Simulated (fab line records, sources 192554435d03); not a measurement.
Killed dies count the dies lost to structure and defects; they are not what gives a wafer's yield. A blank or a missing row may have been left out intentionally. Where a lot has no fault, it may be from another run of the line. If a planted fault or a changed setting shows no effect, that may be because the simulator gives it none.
A lot that was struck, set against a sound lot || flow n5Finfet || 15 steps out of a route of 1938
Sound: the wafers L617.1, L617.5. Wafers L602.2, L602.5, L602.6 were the ones struck. The cause is given at the end.
At each step with rows: each side's tool, then ch and its chambers, then its first start. Under that, the readings that differ: sound wafers || struck wafers || difference of the means || sigmas: that difference in standard deviations of wafers without a fault.
alike: readings with means less than 2 such deviations apart, plus words and numbers identical on both sides. not compared: withheld readings, readings lacking a value on some wafer, bounds such as >300 that could conceal the same value, and numbers that have no deviation in the record and whose values overlap.
A row with sigmas, a row that says differs or no value, or rows on one side alone: a step with any of these is where the two part. When numbers do not overlap yet have no deviation, they are printed without sigmas and do not part them. A reading missing from all wafers of one side parts the sides only when that side holds two or more wafers.

first, 1 step without rows for these wafers: N5_PASSIVATION_HARDBAKE_31 (time 120 s).
N5_PASSIVATION_CD_MEAS_30: target cd 4000 nm.
  sound on cdSem-02 ch 0, day 18 05:02; struck on cdSem-03 ch 0, day 14 02:19
  alike: cdNm
N5_PASSIVATION_OVL_MEAS_63:
  sound on overlay-02 ch 0, day 18 05:04; struck on overlay-01 ch 0, day 14 02:20
  alike: PAD_OVL
N5_PASSIVATION_INSPECT_64: inspects for defects (macro).
  struck on defectInspect-02, day 14 02:22; sound on defectInspect-01, day 18 05:06
  alike: rawDefectCount
N5_PASSIVATION_DESCUM_32: chemistry O2, time 7.9 s.
  sound on rieDiel-05 ch 1,3, day 18 05:08; struck on rieDiel-05 ch 0,1, day 14 02:32
  alike: drypumpMotorCurrentA, oesProductAu, rfVppV, showerheadPlenumPTorr, tempC, throttleValvePct
  not compared: rfHoursCounterH
N5_PASSIVATION_AL_ETCH_33: etches Al in Cl2/BCl3, stops on TaN, target depth 2800 nm, time 466.7 s.
  sound on rieMetal-02 ch 0, day 18 05:13; struck on rieMetal-01 ch 0,1, day 14 02:37
{"reading": "throttleValvePct (%)", "sound": "34.0 34.0", "struck": "34.9 35.3 35.0", "difference": "+1.1", "sigmas": "+3"}
  alike: biasW, drypumpMotorCurrentA, oesProductAu
  not compared: rfHoursCounterH
N5_PASSIVATION_ETCH_59: etches TaN in Cl2/BCl3, target depth 65 nm, time 34.9 s.
  sound on rieMetal-02 ch 0, day 18 05:37; struck on rieMetal-01 ch 0,1, day 14 03:01
{"reading": "throttleValvePct (%)", "sound": "21.05 21.04", "struck": "21.42 21.73 21.41", "difference": "+0.47", "sigmas": "+2"}
  alike: biasW, drypumpMotorCurrentA, oesProductAu
  not compared: rfHoursCounterH
N5_PASSIVATION_STRIP_34: strips in O2.
  sound on rieDiel-05 ch 0,1, day 18 05:47; struck on rieDiel-05 ch 0,1,2, day 14 03:08
  alike: drypumpMotorCurrentA, oesProductAu, rfVppV, showerheadPlenumPTorr, tempC, throttleValvePct
  not compared: rfHoursCounterH
then, 4 steps without rows for these wafers: N5_PASSIVATION_STRIP_51 (strips in post etch residue remover, time 1200 s); N5_PASSIVATION_CLEAN_69 (cleans in IPA, time 180 s); N5_PASSIVATION_SRD_70 (time 30 s); N5_PASSIVATION_PECVD_53 (deposits SiO2 from TEOS/O2, target thk 800 nm, time 169.4 s).
N5_PASSIVATION_PECVD_35: deposits SiNx from SiH4/NH3/N2, target thk 700 nm, time 151.3 s.
  sound on pecvd-02 ch 0, day 18 06:24; struck on pecvd-01 ch 0,1,2, day 14 03:48
  no value came back on the struck wafers for any of 6 readings (chamberPressureTorr (Torr), heaterPowerOuterW (W) and others); on the sound wafers chamberPressureTorr (Torr) reads 4.897 4.889
then, 2 steps without rows for these wafers: N5_PASSIVATION_HMDS_37 (time 60 s); N5_PASSIVATION_PROBE_49.

== WHERE THEY PART ==
Earliest at N5_PASSIVATION_AL_ETCH_33; latest, in this record, at N5_PASSIVATION_PECVD_35.

WHY: what the simulator had put in
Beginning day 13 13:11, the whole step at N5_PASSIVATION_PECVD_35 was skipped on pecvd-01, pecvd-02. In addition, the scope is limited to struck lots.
